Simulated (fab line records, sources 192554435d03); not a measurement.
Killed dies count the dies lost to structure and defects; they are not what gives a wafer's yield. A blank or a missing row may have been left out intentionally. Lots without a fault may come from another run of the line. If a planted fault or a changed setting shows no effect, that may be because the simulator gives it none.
What tool caused it? | flow n5-finfet | route of 1938 steps, sampled at 1 step: 10 lots, 30 wafers

== WHAT THE GAUGES SHOWED, per wafer ==
N5_BEOL_M6_CD_MEAS_18: pitch 80 nm, target cd 40 nm.
lot  | measured     | on        | cd-nm (nm)
L249 | day 9 08:50  | cd-sem-02 | 41.2 40.3 40.6
L251 | day 9 21:02  | cd-sem-03 | 40.4 39.5 38.9
L252 | day 10 03:07 | cd-sem-02 | 40.3 38.9 39.7
L253 | day 10 06:34 | cd-sem-02 | 40.2 41.2 40.6
L255 | day 11 05:07 | cd-sem-02 | 40.7 41.2 38.9
L260 | day 12 11:46 | cd-sem-03 | 39.8 40.1 41.2
L263 | day 12 19:44 | cd-sem-03 | 40.7 40.8 40.5
L264 | day 13 06:42 | cd-sem-03 | 39.5 40.3 39.6
L266 | day 13 14:25 | cd-sem-03 | 40.6 40.5 39.8
L269 | day 14 09:46 | cd-sem-02 | 40.2 40.3 40.0

== TOOL THAT RAN EACH LOT (tool first, then ch and the chambers of the sampled wafers, then the start) ==
Record: no process step prior to these readings.

== THE ANSWER, worked out from the rows above alone ==
Rule: the usual values come from the lots themselves. The widest of any qualifying gaps counts: lots, ordered by their means at a reading, are off when they make up no more than a third of the lots, leave a main group of 4 or more, and stand apart from it by 3 or more times the standard deviation of that group's means. If all means in a main group match to the digits the tables above print for the reading, that group is not used. A lot without any number at a reading at which 4 lots or more have one is off too. Any other lot the step has rows for is counted as sound.
None of the lots is off at any reading shown; this tells nothing.

== WHAT HAD BEEN PUT IN BY THE SIMULATOR ==
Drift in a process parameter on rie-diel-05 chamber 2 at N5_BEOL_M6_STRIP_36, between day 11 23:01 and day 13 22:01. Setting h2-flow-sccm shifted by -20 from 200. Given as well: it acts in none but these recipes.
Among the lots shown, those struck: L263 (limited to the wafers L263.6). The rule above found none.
